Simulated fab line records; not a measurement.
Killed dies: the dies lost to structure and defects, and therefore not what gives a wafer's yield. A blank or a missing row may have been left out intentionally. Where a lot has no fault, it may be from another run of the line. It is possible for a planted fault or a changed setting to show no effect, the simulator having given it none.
Matching of chambers + flow nand harc + pecvd-04 running NHARC_A_M0_PRE_CLEAN_31: 3 sister chambers
The step time 12 s. 16 wafers are shown with their chamber, then 8 later ones without.

WAFERS PAIRED WITH THEIR CHAMBERS
| wafer  | chamber | heater power w (W) |
|--------|---------|--------------------|
| L076.3 | 1       | 571                |
| L076.5 | 1       | 555                |
| L076.6 | 2       | 538                |
| L076.1 | 2       | 548                |
| L076.2 | 0       | 613                |
| L076.4 | 0       | 621                |
| L080.2 | 1       | 596                |
| L080.3 | 0       | 627                |
| L080.4 | 1       | 592                |
| L082.2 | 0       | 587                |
| L082.3 | 2       | 515                |
| L082.4 | 1       | 557                |
| L088.2 | 0       | 675                |
| L088.4 | 0       | 672                |
| L088.5 | 2       | 615                |
| L090.3 | 0       | 674                |

SIGNATURES (averages over the wafers above)
| reading        | chamber 0 | chamber 1 | chamber 2 | scatter within a chamber |
|----------------|-----------|-----------|-----------|--------------------------|
| heater power w | 638.43    | 574.20    | 554.00    | 33.3                     |
Rule: for each reading, subtract the chamber's mean from the wafer's reading, divide by that reading's scatter and square the result; add these up over the readings and take the root, which gives the wafer's distance from the chamber. The wafer belongs to the nearest chamber; if the next one is less than 2 further off, it can't be placed. The scatter: the root of (the sum of the squares of (reading less its chamber's mean) over the shown wafers, divided by (wafers less chambers)).

WAFERS WHOSE CHAMBER IS MISSING
| wafer  | heater power w (W) |
|--------|--------------------|
| L090.5 | 663                |
| L090.6 | 596                |
| L093.3 | 590                |
| L093.4 | 669                |
| L093.5 | 582                |
| L094.3 | 543                |
| L094.4 | 664                |
| L094.6 | 539                |

EACH ONE'S CHAMBER
| wafer  | from the rows above          | in truth |
|--------|------------------------------|----------|
| L090.5 | can't be placed: 0 or 1      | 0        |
| L090.6 | can't be placed: 1 or 2 or 0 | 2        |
| L093.3 | can't be placed: 1 or 2 or 0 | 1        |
| L093.4 | can't be placed: 0 or 1      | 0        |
| L093.5 | can't be placed: 1 or 2 or 0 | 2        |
| L094.3 | can't be placed: 2 or 1      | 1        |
| L094.4 | can't be placed: 0 or 1      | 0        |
| L094.6 | can't be placed: 2 or 1      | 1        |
Placed correctly: 0 of 8. These rows do not allow placing 8 (true chamber among the candidates in 8). 0 placed wrongly.
